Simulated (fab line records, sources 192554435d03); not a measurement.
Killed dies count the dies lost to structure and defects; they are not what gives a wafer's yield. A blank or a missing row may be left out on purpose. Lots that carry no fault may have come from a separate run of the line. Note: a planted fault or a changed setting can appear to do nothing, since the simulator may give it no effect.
Split-lot study -- flow n5Finfet -- 21 wafers read from 7 lots, route of 1938 steps

## ON THE SPLIT
At N5_BEOL_M9_ETCH_66 (etches SOC in N2/H2, target depth 80 nm, overetch 16 nm, time 120 s), the setting timeS was moved away from the recipe's 120 s on 7 of the 21 wafers read, by -22.1% to +19.2%. For the rest of the wafers, this setting stayed at what the recipe calls for.

The reading is taken at the split's own step.

## THE READING
SiARC_of_BEOL_M9_COAT_64.thkNm (the simulator's own value, which no gauge read), in nm, at N5_BEOL_M9_ETCH_66 (etches SOC in N2/H2, target depth 80 nm, overetch 16 nm, time 120 s). No usual value for it is given in the file. Across the 14 wafers here that went through the recipe, the average is 6.5 nm and the standard deviation 0.14 nm.

wafer,"tool, chamber at the split","timeS as run, s",against the recipe,"SiARC_of_BEOL_M9_COAT_64.thkNm, nm",against lot-mates on the recipe
L074.3,"rieDiel-02, 3",120,recipe,6.4,-
L074.4,"rieDiel-02, 0",120,recipe,6.2,-
L074.6,"rieDiel-02, 1",93.5,-22.1%,7.6,+1.3
L076.4,"rieDiel-02, 3,3,2",120,recipe,6.6,-
L076.5,"rieDiel-02, 3,3,2",120,recipe,6.6,-
L076.6,"rieDiel-02, 3,3,2",120,recipe,6.6,-
L079.3,"rieDiel-06, 0",120,recipe,6.2,-
L079.5,"rieDiel-06, 2,1",120,recipe,6.4,-
L079.6,"rieDiel-06, 2,1",120,recipe,6.4,-
L085.1,"rieDiel-06, 0",143,+19.2%,5.2,-1.2
L085.2,"rieDiel-06, 1",120,recipe,6.4,-
L085.6,"rieDiel-06, 3",143,+19.2%,5.4,-1.0
L093.4,"rieDiel-04, 2",136.5,+13.7%,6,-0.6
L093.5,"rieDiel-04, 0",120,recipe,6.6,-
L093.6,"rieDiel-04, 3",136.5,+13.7%,5.8,-0.8
L095.1,"rieDiel-04, 3,0",120,recipe,6.4,-
L095.2,"rieDiel-04, 3,0",120,recipe,6.4,-
L095.3,"rieDiel-04, 2",120,recipe,6.6,-
L096.4,"rieDiel-06, 0",100.6,-16.2%,7.2,+0.6
L096.5,"rieDiel-06, 3",120,recipe,6.6,-
L096.6,"rieDiel-06, 2",100.6,-16.2%,7.4,+0.8
The file does not say which wafer passed through which chamber wherever a row lists several chambers: such a row stands for several wafers.

THE FIT
A straight line over all 21 wafers: SiARC_of_BEOL_M9_COAT_64.thkNm changes by -0.0528 nm for each +1% of timeS; r = -0.97; the points scatter about the line by 0.15 nm.
The same after taking each lot's own level away (the mean of its wafers on the recipe; 21 wafers): -0.053 nm for each +1%; r = -0.98; scatter 0.11 nm.
That fit puts the effect of the largest move of timeS on the reading at 1.2 nm.
Across the lots, their own levels run from 6.30 to 6.60 nm, a range of 2.1 times the standard deviation given above.
Consequently the slope shifts little with the lot-to-lot level, the two slopes agreeing.
Check: with one of the wafers moved furthest among these (-22.1%) left out of the fit, the line predicts +1.1 nm for it against its lot-mates. Against them it came out at +1.3 nm.

## ADDITIONAL SPLITS CARRIED BY THESE WAFERS
These wafers also went through other splits before the reading. Each is held against what the fit with the lots' levels taken away leaves over:
other split on the same wafers,wafers away from the commonest value,r with SiARC_of_BEOL_M9_COAT_64.thkNm (lot level and that fit taken away)
N5_BEOL_M8_EXPOSE_08 doseMj,4,+0.06
N5_BEOL_M8_TRENCH_ETCH_37 biasW,7,-0.02

## THE FILE'S OWN FIT
SiARC_of_BEOL_M9_COAT_64.thkNm changes by -0.0542 nm for each +1% of timeS, r = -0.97.
